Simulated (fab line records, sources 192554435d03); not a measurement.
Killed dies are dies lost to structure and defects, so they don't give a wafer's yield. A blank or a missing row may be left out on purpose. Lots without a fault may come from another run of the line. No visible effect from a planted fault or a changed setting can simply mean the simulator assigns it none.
Chamber matching | flow n5-finfet | N5_BEOL_M8_STRIP_19 on rie-diel-06: 4 sister chambers
The step strips in O2. 18 wafers are shown with their chamber, then 9 later ones without.

== WAFERS PAIRED WITH THEIR CHAMBERS ==
wafer  | chamber | showerhead-plenum-p-Torr (Torr) | drypump-motor-current-A (A) | oes-product-au (a.u.)
L074.3 | 1       | 2.22                            | 5.3                         | 0.87
L074.4 | 0       | 2.02                            | 5.8                         | 0.80
L074.5 | 2       | 2.06                            | 6.3                         | 0.96
L076.2 | 1       | 2.22                            | 5.4                         | 0.85
L076.3 | 2       | 2.06                            | 6.3                         | 0.94
L076.4 | 3       | 2.05                            | 6.4                         | 0.88
L077.1 | 0       | 2.02                            | 5.8                         | 0.79
L077.3 | 2       | 2.06                            | 6.3                         | 0.94
L077.4 | 3       | 2.05                            | 6.4                         | 0.88
L080.1 | 0       | 2.02                            | 5.8                         | 0.78
L080.2 | 2       | 2.06                            | 6.3                         | 0.91
L080.4 | 3       | 2.05                            | 6.4                         | 0.87
L085.3 | 2       | 2.05                            | 6.3                         | 0.90
L085.4 | 3       | 2.05                            | 6.5                         | 0.86
L085.5 | 0       | 2.01                            | 5.8                         | 0.78
L091.2 | 3       | 2.04                            | 6.5                         | 0.83
L091.3 | 2       | 2.05                            | 6.3                         | 0.89
L091.6 | 0       | 2.01                            | 5.8                         | 0.76

SIGNATURES (averages over the wafers above)
reading                  | chamber 0 | chamber 1 | chamber 2 | chamber 3 | scatter within a chamber
showerhead-plenum-p-Torr | 2.0160    | 2.2200    | 2.0567    | 2.0480    | 0.00488
drypump-motor-current-A  | 5.800     | 5.350     | 6.300     | 6.440     | 0.0348
oes-product-au           | 0.7820    | 0.8600    | 0.9233    | 0.8640    | 0.0216
Rule: distance of a wafer from a chamber = root of the sum over the readings of ((wafer's reading minus chamber's mean) / reading's scatter) squared. If the next closest chamber is less than 2 further off than the closest, the wafer can't be placed; otherwise it belongs to the closest. How the scatter is found: for the shown wafers, subtract from each reading the mean of its chamber, square and add these, divide the total by (wafers less chambers), then take the root.

== WAFERS WITHOUT THEIR CHAMBER ==
wafer  | showerhead-plenum-p-Torr (Torr) | drypump-motor-current-A (A) | oes-product-au (a.u.)
L090.1 | 2.05                            | 6.3                         | 0.89
L090.2 | 2.20                            | 5.4                         | 0.83
L090.5 | 2.04                            | 6.5                         | 0.84
L092.1 | 2.05                            | 6.3                         | 0.87
L092.3 | 2.20                            | 5.4                         | 0.81
L092.4 | 2.01                            | 5.8                         | 0.76
L097.1 | 2.04                            | 6.4                         | 0.82
L097.4 | 2.04                            | 6.3                         | 0.88
L097.6 | 2.20                            | 5.4                         | 0.80

== THE CHAMBER EACH PASSED THROUGH ==
wafer  | from the rows above     | in truth
L090.1 | 2                       | 2
L090.2 | 1                       | 1
L090.5 | 3                       | 3
L092.1 | can't be placed: 2 or 3 | 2
L092.3 | 1                       | 1
L092.4 | 0                       | 0
L097.1 | 3                       | 3
L097.4 | can't be placed: 2 or 3 | 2
L097.6 | 1                       | 1
Correctly placed: 7 of 9. Not placeable from these rows: 2 (in 2, the candidates include the true chamber). Number placed wrongly: 0.
